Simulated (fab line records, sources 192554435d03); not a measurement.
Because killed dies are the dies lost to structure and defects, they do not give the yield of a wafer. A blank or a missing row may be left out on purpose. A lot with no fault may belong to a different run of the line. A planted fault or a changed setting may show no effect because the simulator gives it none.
Chamber matching	flow n5Finfet	N5_BEOL_M0_SAQP_STRIP_75 on rieDiel-02 has 4 sister chambers
The step strips in CF4. 14 wafers are shown with their chamber, then 7 later ones without.

WAFERS PAIRED WITH THEIR CHAMBERS
wafer	chamber	drypumpMotorCurrentA (A)	showerheadPlenumPTorr (Torr)	rfVppV (V)
L079.2	3	6.6	1.83	271.2
L079.3	0	5.1	1.91	273.7
L079.5	0	5.1	1.91	274.2
L080.1	2	5.0	1.74	269.7
L080.2	1	5.6	1.87	271.5
L080.6	0	5.1	1.91	273.6
L088.3	1	5.5	1.86	272.1
L088.4	1	5.5	1.86	270.8
L088.5	3	6.6	1.83	272.4
L090.1	1	5.6	1.86	273.1
L090.2	0	5.1	1.90	274.4
L090.3	3	6.6	1.82	270.7
L091.1	0	5.1	1.90	273.4
L091.2	3	6.5	1.82	272.0

SIGNATURES (averages over the wafers above)
reading	chamber 0	chamber 1	chamber 2	chamber 3	scatter within a chamber
drypumpMotorCurrentA	5.100	5.550	5.000	6.575	0.0418
showerheadPlenumPTorr	1.9060	1.8625	1.7400	1.8250	0.00543
rfVppV	273.860	271.875	269.700	271.575	0.73
Rule: for each reading, subtract the chamber's mean from the wafer's reading, divide by that reading's scatter and square the result; add these up over the readings and take the root, which gives the wafer's distance from the chamber. If the next closest chamber is less than 2 further off than the closest, the wafer can't be placed; otherwise it belongs to the closest. The scatter is the square root of a quotient: the sum, over the shown wafers, of each reading's squared deviation from its chamber's mean, divided by wafers minus chambers.

WAFERS WITHOUT THEIR CHAMBER
wafer	drypumpMotorCurrentA (A)	showerheadPlenumPTorr (Torr)	rfVppV (V)
L091.5	6.6	1.82	273.1
L096.1	5.5	1.85	271.1
L096.2	5.1	1.90	273.4
L096.6	5.1	1.90	272.9
L097.1	5.5	1.85	272.4
L097.2	6.6	1.82	271.0
L097.4	5.1	1.90	272.9

WHICH CHAMBER EACH ONE RAN IN
wafer	from the rows above	in truth
L091.5	3	3
L096.1	1	1
L096.2	0	0
L096.6	0	0
L097.1	1	1
L097.2	3	3
L097.4	0	0
Correct placement for 7 of the 7. Left unplaced by these rows: 0. Number placed wrongly: 0.
